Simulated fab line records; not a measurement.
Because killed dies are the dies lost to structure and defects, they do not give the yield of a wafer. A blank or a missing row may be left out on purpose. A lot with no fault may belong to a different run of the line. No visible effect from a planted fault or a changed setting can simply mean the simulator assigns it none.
Chamber matching    flow nandHarc    NHARC_A_STAIRCASE_DEP_471 on pecvd-03 has 3 sister chambers
The step deposits SiO2, target thk 100 nm. 6 wafers are shown with their chamber, then 8 later ones without.

== EACH WAFER AND ITS CHAMBER ==
wafer   chamber  throttleValvePct (%)  heaterPowerW (W)
L083.3  0        16.1                  657
L088.1  0        15.8                  652
L088.6  2        16.7                  637
L091.4  2        16.7                  600
L091.5  1        15.3                  552
L094.1  1        15.5                  578

== WAFERS WHOSE CHAMBER IS MISSING ==
wafer   throttleValvePct (%)  heaterPowerW (W)
L094.4  15.8                  537
L094.6  15.4                  583
L092.2  16.9                  579
L092.3  15.6                  636
L092.5  15.8                  631
L096.3  15.9                  569
L096.5  16.0                  567
L096.6  16.7                  566

== THE CHAMBER EACH PASSED THROUGH ==
wafer    from the rows above            in truth
L094.4   1                              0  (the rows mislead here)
L094.6   1                              1
L092.2   2                              2
L092.3   can't be placed: 0 or 1        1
L092.5   0                              0
L096.3   can't be placed: 1 or 0        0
L096.5   can't be placed: 1 or 0 or 2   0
L096.6   2                              2
4 of 8 placed correctly. Unplaceable from these rows: 3, with the true chamber sitting among the candidates in 3. 1 placed wrongly.
How it was worked out, from the rows above alone: a wafer's distance from a chamber is the root of the sum, over the readings, of the square of ((its reading less the chamber's mean) divided by the reading's scatter). The wafer belongs to the nearest chamber; if the next one is less than 2 further off, it can't be placed. For every chamber, the mean is computed from those of its wafers that are shown. The scatter: take each reading less its chamber's mean, square it, sum over the shown wafers, divide by the number of wafers less the number of chambers, and take the root.
